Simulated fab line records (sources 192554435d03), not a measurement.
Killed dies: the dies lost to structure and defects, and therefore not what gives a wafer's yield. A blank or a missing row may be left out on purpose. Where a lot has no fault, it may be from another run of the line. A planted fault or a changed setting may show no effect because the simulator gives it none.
A struck lot beside a sound one / flow n5_finfet / 15 steps out of a route of 1938
Sound: the wafers L586.1, L586.2, L586.5. Struck: wafers L578.1, L578.4, L578.5. Last of all comes the cause.
Order at every step that has rows: each side's tool, ch and its chambers, its first start. Under that, the readings that differ: sound wafers / struck wafers / difference of the means / sigmas: that difference in standard deviations of wafers without a fault.
alike: same words and numbers on both sides, and readings whose means sit less than 2 such deviations apart. not compared: any withheld reading, any reading some wafer has no value for, any bound like >300 that may hide the same value, and any number with overlapping values for which the record gives no deviation.
The two part at a step that has a row with sigmas, a row that says differs or no value, or rows on one side only. Non-overlapping numbers with no deviation appear without sigmas and do not part them. Lack of a reading on every wafer of one side parts them only where that side has two or more wafers.

first, 1 step without rows for these wafers: N5_BEOL_M7_DEVELOP_10 (develop time 30 s).
N5_BEOL_M7_CD_MEAS_11: target cd 38.5 nm.
  sound on cd_sem-01 ch 0, day 12 10:25; struck on cd_sem-01 ch 0, day 10 08:02
  alike: cd_nm
N5_BEOL_M7_OVL_MEAS_12:
  sound on overlay-02 ch 0, day 12 10:27; struck on overlay-02 ch 0, day 10 08:04
  alike: M7_OVL
N5_BEOL_M7_INSPECT_13: inspects for defects (brightfield).
  struck on defect_inspect-01, day 10 08:05; sound on defect_inspect-01, day 12 10:29
  alike: raw_defect_count
N5_BEOL_M7_DESCUM_16: chemistry O2, time 7.9 s.
  sound on rie_diel-05 ch 0,1,2, day 12 10:31; struck on rie_diel-02 ch 0,2,3, day 10 08:13
  alike: drypump_motor_current_A, o2_flow_sccm, oes_product_au, rf_vpp_V, showerhead_plenum_p_Torr, throttle_valve_pct
  not compared: rf_hours_counter_h
then, 1 step without rows for these wafers: N5_BEOL_M7_ETCH_61 (etches SiARC in CF4, target depth 45.5 nm, time 75.8 s).
N5_BEOL_M7_ETCH_62: etches SOC in N2/H2, target depth 110 nm, overetch 22 nm, time 165 s.
  sound on rie_diel-05 ch 0,1,2, day 12 10:36; struck on rie_diel-02 ch 0,2,3, day 10 08:18
  alike: drypump_motor_current_A, oes_product_au, rf_vpp_V, showerhead_plenum_p_Torr, throttle_valve_pct
  not compared: rf_hours_counter_h
then, 1 step without rows for these wafers: N5_BEOL_M7_STRIP_68 (strips in N2/H2).
N5_BEOL_M7_STRIP_67: strips in CF4.
  sound on rie_diel-05 ch 0,1,2, day 12 10:45; struck on rie_diel-02 ch 0,2,3, day 10 08:27
  alike: drypump_motor_current_A, oes_product_au, rf_vpp_V, showerhead_plenum_p_Torr, throttle_valve_pct
  not compared: rf_hours_counter_h
N5_BEOL_M7_HM_OPEN_17: chemistry Cl2/BCl3, target TiN, target depth 20 nm, overetch 6 nm.
  sound on rie_metal-01 ch 0,1, day 12 10:47; struck on rie_metal-03 ch 0,1, day 10 08:29
  alike: drypump_motor_current_A, mfc_ar_sccm, oes_product_au, throttle_valve_pct
  not compared: rf_hours_counter_h
N5_BEOL_M7_STRIP_19: strips in O2.
  sound on rie_diel-06 ch 0,1, day 12 10:55; struck on rie_diel-05 ch 0,1, day 10 08:36
reading=drypump_motor_current_A (A); sound=5.6 4.7 4.7; struck=5.8 6.0 6.0; difference=+0.9; sigmas=+2
reading=rf_vpp_V (V); sound=3.7 4.4 4.7; struck=3.6 3.0 2.5; difference=-1.2; sigmas=-2
  alike: o2_flow_sccm, oes_product_au, showerhead_plenum_p_Torr, throttle_valve_pct
  not compared: rf_hours_counter_h
N5_BEOL_M7_CD_MEAS_18: pitch 80 nm, target cd 40 nm.
  struck on cd_sem-01, day 10 08:40; sound on cd_sem-02, day 12 10:59
reading=cd_nm (nm); sound=39.3 39.8 38.9; struck=40.4 41.0 41.1; difference=+1.5; sigmas=+2
N5_BEOL_M7_COAT_63: time 60 s, resist thk 60 nm.
  sound on litho_track-02 ch 0, day 12 13:01; struck on litho_track-01 ch 0, day 10 09:31
reading=heater_power_total_W (W); sound=500.5 501.5 501.9; struck=519.1 524.5 524.4; difference=+21.4; sigmas=+12
reading=plate_temp_C (C); sound=249.68 249.70 250.25; struck=258.47 258.13 258.17; difference=+8.38; sigmas=+47
then, 1 step without rows for these wafers: N5_BEOL_M7_COAT_64 (time 60 s, resist thk 12 nm).
-- record jumps: 3 days separate the struck wafers' starts on either side; left off in module BEOL_M7, taken up again in module PASSIVATION, whose first shown step is the route's number 1936 --
N5_PASSIVATION_PROBE_49:
  struck on prober-01, day 13 17:42; sound on prober-01, day 16 04:36
  alike: defect_limited_yield, killed_at_M0_to_M3, killed_at_M4_up, killed_at_contacts, killed_at_front_end, killed_at_other, killed_dies, killed_open, killed_short, sort_bin_4_leakage, sort_bin_5_function, sort_bin_6_memory, sort_n_pass, sort_yield_pct

WHERE THEY PART
Last at N5_BEOL_M7_COAT_63 as far as this record goes, first at N5_BEOL_M7_STRIP_19. Later steps at which nothing parts them and some readings are alike: N5_PASSIVATION_PROBE_49.

WHY: whatever the simulator had introduced
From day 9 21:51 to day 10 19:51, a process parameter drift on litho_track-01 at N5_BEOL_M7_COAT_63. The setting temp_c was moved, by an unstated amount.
